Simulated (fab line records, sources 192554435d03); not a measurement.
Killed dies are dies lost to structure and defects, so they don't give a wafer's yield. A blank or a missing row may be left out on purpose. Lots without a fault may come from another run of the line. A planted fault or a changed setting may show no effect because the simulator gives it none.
A struck lot beside a sound one | flow n5_finfet | 15 steps out of a route of 1938
Sound: wafers L388.2, L388.3, L388.4. Struck: wafer L404.3. (L404.4, L404.6 of the same lot were not struck and are left out.) The cause comes at the end.
At each step with rows: each side's tool, then ch and its chambers, then its first start. Under that, the readings that differ: sound wafers | struck wafers | difference of the means | sigmas: that difference in standard deviations of wafers without a fault.
alike: readings whose means differ by less than 2 such deviations, and words and numbers that are the same on both sides. not compared: withheld readings, readings that some wafer has no value for, bounds like >300 that may hide the same value, and numbers for which the record gives no deviation and whose values overlap.
The two part at a step that has a row with sigmas, a row that says differs or no value, or rows on one side only. Numbers that don't overlap but have no deviation are shown without sigmas and don't part them. A reading that every wafer of one side lacks parts them only if that side has two wafers or more.

first, 1 step without rows for these wafers: N5_BEOL_M14_HARDBAKE_32 (time 120 s).
N5_BEOL_M14_CD_MEAS_28: target cd 284.4 nm.
  sound on cd_sem-02 ch 0, day 13 13:16; struck on cd_sem-02 ch 0, day 16 12:12
  alike: cd_nm
N5_BEOL_M14_OVL_MEAS_29:
  sound on overlay-02 ch 0, day 13 13:18; struck on overlay-01 ch 0, day 16 12:14
  alike: M14_OVL
N5_BEOL_M14_INSPECT_30: inspects for defects (macro).
  sound on defect_inspect-02, day 13 13:20; struck on defect_inspect-01, day 16 12:16
  alike: raw_defect_count
N5_BEOL_M14_DESCUM_33: chemistry O2, time 7.9 s.
  sound on rie_diel-02 ch 0,1,2, day 13 13:22; struck on rie_diel-04 ch 3, day 16 12:17
  alike: drypump_motor_current_A, oes_product_au, rf_vpp_V, showerhead_plenum_p_Torr, throttle_valve_pct
  not compared: rf_hours_counter_h
N5_BEOL_M14_ETCH_67: etches SiARC in CF4, target depth 143 nm, time 238.3 s.
  sound on rie_diel-02 ch 0,1,2, day 13 13:23; struck on rie_diel-04 ch 3, day 16 12:20
  reading      | sound             | struck | difference | sigmas
  rf_vpp_V (V) | 182.6 184.7 183.5 | 187.0  | +3.4       | +3
  alike: drypump_motor_current_A, etch_rf_on_time_s, mfc_ar_sccm, oes_product_au, showerhead_plenum_p_Torr, throttle_valve_pct
  not compared: rf_hours_counter_h
N5_BEOL_M14_ETCH_68: etches SOC in N2/H2, time 450 s.
  sound on rie_diel-02 ch 0,1,2, day 13 13:32; struck on rie_diel-04 ch 3, day 16 12:28
  alike: drypump_motor_current_A, oes_product_au, rf_vpp_V, showerhead_plenum_p_Torr, throttle_valve_pct
  not compared: rf_hours_counter_h
then, 1 step without rows for these wafers: N5_BEOL_M14_STRIP_69 (strips in N2/H2).
N5_BEOL_M14_TRENCH_ETCH_34: etches SiO2 in C4F8/O2/Ar, target depth 556.65 nm, time 126.9 s.
  sound on rie_diel-02 ch 0,1,2, day 13 13:49; struck on rie_diel-04 ch 3, day 16 12:45
  alike: drypump_motor_current_A, he_inner_torr, mfc_ar_sccm, oes_f_703_au, oes_product_au, rf_vpp_V, showerhead_plenum_p_Torr, throttle_valve_pct
  not compared: rf_hours_counter_h
then, 1 step without rows for these wafers: N5_BEOL_M14_STRIP_70 (strips in C4F8/O2/Ar).
N5_BEOL_M14_OCD_MEAS_35:
  sound on ocd-02, day 13 13:58; struck on ocd-01, day 16 12:54
  alike: trench_depth_nm
N5_BEOL_M14_STRIP_37: strips in O2.
  sound on rie_diel-02 ch 0,1, day 13 14:16; struck on rie_diel-02 ch 2, day 16 14:17
  reading      | sound       | struck | difference | sigmas
  rf_vpp_V (V) | 3.3 4.3 5.3 | 2.2    | -2.1       | -2
  alike: drypump_motor_current_A, oes_product_au, showerhead_plenum_p_Torr, throttle_valve_pct
  not compared: rf_hours_counter_h
N5_BEOL_M14_ETCH_38: etches SiCN in CF4/N2, target depth 106.5 nm, time 120.6 s.
  sound on rie_diel-02 ch 0,1, day 13 14:18; struck on rie_diel-02 ch 2, day 16 14:20
  reading                  | sound            | struck | difference | sigmas
  oes_product_au (a.u.)    | 0.87 0.78 0.77   | 0.98   | +0.17      | +3
  model.etch.depth_nm (nm) | 97.25 97.25 96.4 | 125.6  | +28.6      |
  alike: drypump_motor_current_A, mfc_ar_sccm, rf_vpp_V, showerhead_plenum_p_Torr, throttle_valve_pct
  not compared: rf_hours_counter_h
then, 1 step without rows for these wafers: N5_BEOL_M14_PRECLEAN_39 (cleans in residue remover, time 60 s).
N5_PASSIVATION_PROBE_49:
  sound on prober-02, day 14 15:40; struck on prober-02, day 17 12:35
  reading      | sound    | struck | difference | sigmas
  killed_short | 27 43 36 | 52     | +17        | +2
  alike: defect_limited_yield, killed_at_M0_to_M3, killed_at_M4_up, killed_at_contacts, killed_at_front_end, killed_at_other, killed_dies, killed_on_rim, killed_open, sort_bin_5_function, sort_bin_6_memory, sort_n_pass, sort_yield_pct

WHERE THEY PART
First at N5_BEOL_M14_ETCH_67; last, within this record, at N5_PASSIVATION_PROBE_49.

WHY: what the simulator had put in
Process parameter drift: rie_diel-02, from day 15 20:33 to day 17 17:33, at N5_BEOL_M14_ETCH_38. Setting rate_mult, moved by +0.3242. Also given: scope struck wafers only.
